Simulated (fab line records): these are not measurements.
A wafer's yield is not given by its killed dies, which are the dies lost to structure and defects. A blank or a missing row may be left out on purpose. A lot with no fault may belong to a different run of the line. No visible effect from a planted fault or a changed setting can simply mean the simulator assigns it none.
Split-lot experiment -- flow n5_finfet -- on a route of 1938 steps: 7 lots, 21 wafers read

THE SPLIT
At N5_GATE_CUT_ALD_22 (deposits SiNx, target thk 16 nm, pulse time 1 s, ald cycles 320), the setting ald_cycles was moved away from the recipe's 320 on 5 of the 21 wafers read, by -11.6% to +15.9%. This setting was run at the recipe's value on the other wafers.

The split's own step is where the reading is taken.

THE READING
SiNx_of_GATE_CUT_ALD_22.thk_nm (the simulator's own value, which no gauge read), in nm, at N5_GATE_CUT_ALD_22 (deposits SiNx, target thk 16 nm, pulse time 1 s, ald cycles 320). There is no usual value for it anywhere in the file. Average 16.0 nm, standard deviation 0.066 nm, over the 16 wafers here run with the recipe.

wafer,"tool, chamber at the split",ald_cycles as run,against the recipe,"SiNx_of_GATE_CUT_ALD_22.thk_nm, nm",against lot-mates on the recipe
L078.2,"ald_sin-01, 2,0,3",320,recipe,16,-
L078.5,"ald_sin-01, 2,0,3",320,recipe,16,-
L078.6,"ald_sin-01, 2,0,3",320,recipe,16,-
L081.1,"ald_sin-01, 3",283,-11.6%,14,-2.0
L081.4,"ald_sin-01, 2,1",320,recipe,16,-
L081.5,"ald_sin-01, 2,1",320,recipe,16,-
L083.1,"ald_sin-01, 2,0",320,recipe,16,-
L083.3,"ald_sin-01, 2,0",320,recipe,16,-
L083.2,"ald_sin-01, 3",369,+15.3%,18.4,+2.4
L088.4,"ald_sin-03, 0",320,recipe,16.2,-
L088.6,"ald_sin-03, 0",320,recipe,16.2,-
L088.5,"ald_sin-03, 3",320,recipe,16,-
L089.2,"ald_sin-03, 3,1",371,+15.9%,18.6,+2.6
L089.3,"ald_sin-03, 3,1",371,+15.9%,18.6,+2.6
L089.5,"ald_sin-03, 3",320,recipe,16,-
L090.1,"ald_sin-03, 1,0,3",320,recipe,16,-
L090.2,"ald_sin-03, 1,0,3",320,recipe,16,-
L090.4,"ald_sin-03, 1,0,3",320,recipe,16,-
L093.1,"ald_sin-01, 2,3",320,recipe,16,-
L093.2,"ald_sin-01, 2,3",320,recipe,16,-
L093.6,"ald_sin-01, 0",302,-5.6%,15.2,-0.8
When a row names more than one chamber, that row covers several wafers, and the file does not tell which wafer ran in which chamber.

FIT RESULTS
A straight line over all 21 wafers: SiNx_of_GATE_CUT_ALD_22.thk_nm changes by +0.162 nm for each +1% of ald_cycles; r = +1.00; the points scatter about the line by 0.076 nm.
The same after taking each lot's own level away (the mean of its wafers on the recipe; 21 wafers): +0.162 nm for each +1%; r = +1.00; scatter 0.057 nm.
On that fit, the largest move of ald_cycles shifts the reading by 2.6 nm.
The lots' own levels span 16.00 to 16.13 nm, that is 2.0 times the standard deviation above.
Hence the lot-to-lot level has little effect on the slope; both slopes agree.
Check: +2.58 nm against its lot-mates is what the line predicts for one of the wafers moved furthest among these (+15.9%) when that wafer is left out of the fit. Against them it came out at +2.6 nm.

THE OTHER SPLITS THESE WAFERS WENT THROUGH
These wafers also went through other splits before the reading. Each is held against what the fit with the lots' levels taken away leaves over:
other split on the same wafers,wafers away from the commonest value,r with SiNx_of_GATE_CUT_ALD_22.thk_nm (lot level and that fit taken away)
N5_SD_EPI_P_COAT_35 spin_rpm,6,+0.34
N5_HKMG_FIN_ETCH_35 bias_w,8,-0.09

THE FILE'S OWN FIT
SiNx_of_GATE_CUT_ALD_22.thk_nm changes by +0.162 nm for each +1% of ald_cycles, r = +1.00.
